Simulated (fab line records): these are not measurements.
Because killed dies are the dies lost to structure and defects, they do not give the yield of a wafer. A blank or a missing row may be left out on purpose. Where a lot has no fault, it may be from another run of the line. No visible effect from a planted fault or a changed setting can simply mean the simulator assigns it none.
Matching of chambers || flow n5_finfet || N5_BEOL_M1_ETCH_74 on rie_diel-06: 4 sister chambers
The step etches underlayer in N2/H2, target depth 6.5 nm, time 5.2 s. 8 wafers are shown with their chamber, then 7 later ones without.

WAFERS PAIRED WITH THEIR CHAMBERS
{"wafer": "L075.2", "chamber": 2, "showerhead_plenum_p_Torr (Torr)": 2.54, "oes_product_au (a.u.)": 0.61}
{"wafer": "L079.4", "chamber": 2, "showerhead_plenum_p_Torr (Torr)": 2.53, "oes_product_au (a.u.)": 0.59}
{"wafer": "L081.6", "chamber": 1, "showerhead_plenum_p_Torr (Torr)": 2.65, "oes_product_au (a.u.)": 0.64}
{"wafer": "L086.2", "chamber": 3, "showerhead_plenum_p_Torr (Torr)": 2.59, "oes_product_au (a.u.)": 0.77}
{"wafer": "L086.3", "chamber": 0, "showerhead_plenum_p_Torr (Torr)": 2.52, "oes_product_au (a.u.)": 0.62}
{"wafer": "L086.4", "chamber": 1, "showerhead_plenum_p_Torr (Torr)": 2.65, "oes_product_au (a.u.)": 0.62}
{"wafer": "L091.1", "chamber": 3, "showerhead_plenum_p_Torr (Torr)": 2.59, "oes_product_au (a.u.)": 0.76}
{"wafer": "L091.4", "chamber": 0, "showerhead_plenum_p_Torr (Torr)": 2.52, "oes_product_au (a.u.)": 0.61}

WAFERS WITH NO CHAMBER GIVEN
{"wafer": "L091.5", "showerhead_plenum_p_Torr (Torr)": 2.52, "oes_product_au (a.u.)": 0.57}
{"wafer": "L093.1", "showerhead_plenum_p_Torr (Torr)": 2.64, "oes_product_au (a.u.)": 0.61}
{"wafer": "L093.3", "showerhead_plenum_p_Torr (Torr)": 2.59, "oes_product_au (a.u.)": 0.76}
{"wafer": "L093.4", "showerhead_plenum_p_Torr (Torr)": 2.52, "oes_product_au (a.u.)": 0.59}
{"wafer": "L096.1", "showerhead_plenum_p_Torr (Torr)": 2.52, "oes_product_au (a.u.)": 0.57}
{"wafer": "L096.2", "showerhead_plenum_p_Torr (Torr)": 2.64, "oes_product_au (a.u.)": 0.61}
{"wafer": "L096.3", "showerhead_plenum_p_Torr (Torr)": 2.58, "oes_product_au (a.u.)": 0.75}

CHAMBER TAKEN BY EACH
{"wafer": "L091.5", "from the rows above": "can't be placed: 0 or 2", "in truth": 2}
{"wafer": "L093.1", "from the rows above": 1, "in truth": 1}
{"wafer": "L093.3", "from the rows above": 3, "in truth": 3}
{"wafer": "L093.4", "from the rows above": 0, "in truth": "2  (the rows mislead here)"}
{"wafer": "L096.1", "from the rows above": "can't be placed: 0 or 2", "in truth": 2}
{"wafer": "L096.2", "from the rows above": 1, "in truth": 1}
{"wafer": "L096.3", "from the rows above": 3, "in truth": 3}
4 of 7 placed correctly. Not placeable from these rows: 2 (in 2, the candidates include the true chamber). 1 placed wrongly.
How it was worked out, from the rows above alone: a wafer's distance from a chamber is the root of the sum, over the readings, of the square of ((its reading less the chamber's mean) divided by the reading's scatter). The wafer belongs to the nearest chamber; if the next one is less than 2 further off, it can't be placed. The mean given for a chamber averages the wafers shown for that chamber. How the scatter is found: for the shown wafers, subtract from each reading the mean of its chamber, square and add these, divide the total by (wafers less chambers), then take the root.
